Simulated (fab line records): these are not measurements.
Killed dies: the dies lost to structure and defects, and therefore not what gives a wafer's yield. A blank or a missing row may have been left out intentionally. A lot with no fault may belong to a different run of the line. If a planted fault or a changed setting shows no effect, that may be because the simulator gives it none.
Chamber matching + flow nand_harc + NHARC_A_WL_FILL_ETCHBACK_26 on rie_si-06: 4 sister chambers
The step etches the open film in HBr, target depth 52 nm, time 13.3 s. 8 wafers are shown with their chamber, then 11 later ones without.

WAFERS PAIRED WITH THEIR CHAMBERS
| wafer  | chamber | drypump_motor_current_A (A) | oes_product_au (a.u.) |
|--------|---------|-----------------------------|-----------------------|
| L079.1 | 1       | 5.4                         | 1.003                 |
| L084.1 | 1       | 5.5                         | 1.007                 |
| L080.1 | 0       | 5.6                         | 1.009                 |
| L080.6 | 3       | 6.0                         | 1.004                 |
| L085.1 | 0       | 5.6                         | 0.998                 |
| L085.5 | 2       | 6.1                         | 1.011                 |
| L085.6 | 3       | 6.1                         | 1.003                 |
| L088.1 | 2       | 6.1                         | 1.004                 |

WAFERS WHOSE CHAMBER IS MISSING
| wafer  | drypump_motor_current_A (A) | oes_product_au (a.u.) |
|--------|-----------------------------|-----------------------|
| L088.3 | 5.6                         | 0.999                 |
| L088.4 | 5.4                         | 1.001                 |
| L090.1 | 5.6                         | 1.011                 |
| L090.2 | 5.5                         | 0.999                 |
| L090.4 | 6.1                         | 1.012                 |
| L096.1 | 6.1                         | 1.011                 |
| L096.5 | 5.5                         | 0.990                 |
| L096.6 | 5.6                         | 1.005                 |
| L095.1 | 6.1                         | 1.004                 |
| L095.4 | 5.6                         | 1.016                 |
| L095.6 | 5.5                         | 1.009                 |

WHICH CHAMBER EACH ONE RAN IN
| wafer  | from the rows above     | in truth |
|--------|-------------------------|----------|
| L088.3 | 0                       | 0        |
| L088.4 | 1                       | 1        |
| L090.1 | can't be placed: 0 or 1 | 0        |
| L090.2 | can't be placed: 1 or 0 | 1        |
| L090.4 | can't be placed: 2 or 3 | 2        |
| L096.1 | can't be placed: 2 or 3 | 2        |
| L096.5 | can't be placed: 1 or 0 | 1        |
| L096.6 | 0                       | 0        |
| L095.1 | can't be placed: 2 or 3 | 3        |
| L095.4 | can't be placed: 0 or 1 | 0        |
| L095.6 | can't be placed: 1 or 0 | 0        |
Placed correctly: 3 of 11. These rows do not allow placing 8 (true chamber among the candidates in 8). Placed wrongly: 0.
How it was worked out, from the rows above alone: a wafer's distance from a chamber is the root of the sum, over the readings, of the square of ((its reading less the chamber's mean) divided by the reading's scatter). If the next closest chamber is less than 2 further off than the closest, the wafer can't be placed; otherwise it belongs to the closest. Each chamber's mean is taken over the wafers shown for it. The scatter is the square root of a quotient: the sum, over the shown wafers, of each reading's squared deviation from its chamber's mean, divided by wafers minus chambers.
